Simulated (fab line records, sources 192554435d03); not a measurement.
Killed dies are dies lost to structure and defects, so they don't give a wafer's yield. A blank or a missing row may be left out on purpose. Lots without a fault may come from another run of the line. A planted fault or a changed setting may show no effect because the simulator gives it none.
Split-lot experiment | flow n5_finfet | 7 lots, 21 wafers read, on a route of 1938 steps

THE SPLIT
At N5_BEOL_M2_TRENCH_ETCH_37 (etches SiOC in C4F6/O2, target depth 55.555 nm, time 29.2 s), the setting bias_w was moved away from the recipe's 185 W on 11 of the 21 wafers read, by -11.0% to +17.9%. The other wafers ran this setting at the recipe's value.

FROM THE SPLIT TO THE READING: what the file shows between them, 10 steps
- N5_BEOL_M2_ETCH_41: etches SiCN in CH3F/O2, target depth 29.9 nm, time 52.5 s
- N5_BEOL_M2_STRIP_97: strips in N2/H2, time 10 s
- N5_BEOL_M2_ECD_50: material Cu, target thk 300 nm
- N5_BEOL_M2_ANNEAL_51: time 90 s
- N5_BEOL_M2_CMP_52: polishes, stops on SiOC, t overpolish 6.8 s, target thk 40 nm
- N5_BEOL_M2_THK_MEAS_53: measures by xrf
- N5_BEOL_M2_PRE_CLEAN_60: time 15 s
- N5_BEOL_M2_CO_CAP_55: material Co, precursor CCTBA/H2, target thk 2 nm, time 102.1 s
- N5_BEOL_M2_PRE_CLEAN_56: time 15 s
- N5_BEOL_M2_DEP_57: deposits SiCN from 3MS/NH3, target thk 8 nm, time 14 s

THE READING
M2_RS, in ohm/sq, at N5_BEOL_M2_RS_MEAS_58 (measures by four-point-probe). Fault-free wafers of this fab line usually give 0.677 ohm/sq, standard deviation 0.03 ohm/sq.

wafer  | tool, chamber at the split | bias_w as run, W | against the recipe | M2_RS, ohm/sq | against lot-mates on the recipe
L074.1 | rie_diel-02, 1             | 185              | recipe             | 0.651         | -
L074.2 | rie_diel-02, 2             | 185              | recipe             | 0.659         | -
L074.4 | rie_diel-02, 3             | 206.4            | +11.6%             | 0.642         | -0.013
L081.3 | rie_diel-05, 1             | 164.7            | -11.0%             | 0.738         | +0.044
L081.4 | rie_diel-05, 2             | 185              | recipe             | 0.694         | -
L081.6 | rie_diel-05, 3             | 164.7            | -11.0%             | 0.728         | +0.034
L083.1 | rie_diel-05, 3             | 217.9            | +17.8%             | 0.630         | -0.062
L083.5 | rie_diel-05, 1             | 185              | recipe             | 0.692         | -
L083.6 | rie_diel-05, 0             | 217.9            | +17.8%             | 0.626         | -0.066
L091.3 | rie_diel-05, 1             | 185              | recipe             | 0.655         | -
L091.4 | rie_diel-05, 3             | 218.2            | +17.9%             | 0.588         | -0.067
L091.5 | rie_diel-05, 2             | 218.2            | +17.9%             | 0.612         | -0.043
L092.1 | rie_diel-02, 1             | 216.3            | +16.9%             | 0.619         | no lot-mate on the recipe
L092.3 | rie_diel-02, 0             | 216.3            | +16.9%             | 0.599         | no lot-mate on the recipe
L092.4 | rie_diel-02, 3             | 216.3            | +16.9%             | 0.616         | no lot-mate on the recipe
L095.1 | rie_diel-02, 1             | 185              | recipe             | 0.698         | -
L095.3 | rie_diel-02, 2             | 208.1            | +12.5%             | 0.660         | -0.046
L095.5 | rie_diel-02, 3             | 185              | recipe             | 0.715         | -
L097.1 | rie_diel-02, 1             | 185              | recipe             | 0.692         | -
L097.2 | rie_diel-02, 3             | 185              | recipe             | 0.725         | -
L097.3 | rie_diel-02, 0             | 185              | recipe             | 0.678         | -

THE FIT
A straight line over all 21 wafers: M2_RS changes by -0.0041 ohm/sq for each +1% of bias_w; r = -0.90; the points scatter about the line by 0.02 ohm/sq.
The same after taking each lot's own level away (the mean of its wafers on the recipe; 18 wafers): -0.00328 ohm/sq for each +1%; r = -0.93; scatter 0.012 ohm/sq.
On that fit, the largest move of bias_w shifts the reading by 0.059 ohm/sq.
The lots' own levels span 0.6550 to 0.7065 ohm/sq, that is 1.7 times the standard deviation above.
So the lot-to-lot level changes the slope: the two fits differ.
Check: with one of the wafers moved furthest among these (+17.9%) left out of the fit, the line predicts -0.0555 ohm/sq for it against its lot-mates. It came out at -0.067 ohm/sq against them.
Tool readings at the split's step, against how far the setting was moved: rf_vpp_V r = +1.00.

OTHER SPLITS ON THESE WAFERS
These wafers also went through other splits before the reading. Each is held against what the fit with the lots' levels taken away leaves over:
other split on the same wafers | wafers away from the commonest value | r with M2_RS (lot level and that fit taken away)
N5_BEOL_M1_COAT_62 spin_rpm    | 10                                   | +0.17
N5_BEOL_M1_ETCH_77 source_w    | 8                                    | -0.36
N5_BEOL_M1_ETCH_70 time_s      | 6                                    | -0.05
N5_BEOL_M2_DESCUM_33 time_s    | 9                                    | +0.12
N5_BEOL_M2_ETCHBACK_99 time_s  | 7                                    | +0.00
N5_BEOL_M2_ETCH_70 time_s      | 4                                    | +0.10

THE WHOLE CHAIN: every reading that the file lists as answering this split, in the file's order
step                      | what it does                                                  | reading                                                                      | change (the file's fit)               | r (the file's)
N5_BEOL_M2_TRENCH_ETCH_37 | etches SiOC in C4F6/O2, target depth 55.555 nm, time 29.2 s   | rf_vpp_V                                                                     | +5.38 V for each +1% of the setting   | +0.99
N5_BEOL_M2_CMP_52         | polishes, stops on SiOC, t overpolish 6.8 s, target thk 40 nm | Cu_of_BEOL_M2_ECD_50.thk_nm (the simulator's own value, which no gauge read) | +0.148 nm for each +1% of the setting | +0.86
N5_BEOL_M2_THK_MEAS_53    | measures by xrf                                               | M2_THK                                                                       | +0.144 for each +1% of the setting    | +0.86
N5_BEOL_M2_RS_MEAS_58     | measures by four-point-probe                                  | M2_RS                                                                        | -0.00313 for each +1% of the setting  | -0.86

THE FILE'S OWN FIT
M2_RS changes by -0.00313 ohm/sq for each +1% of bias_w, r = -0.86.
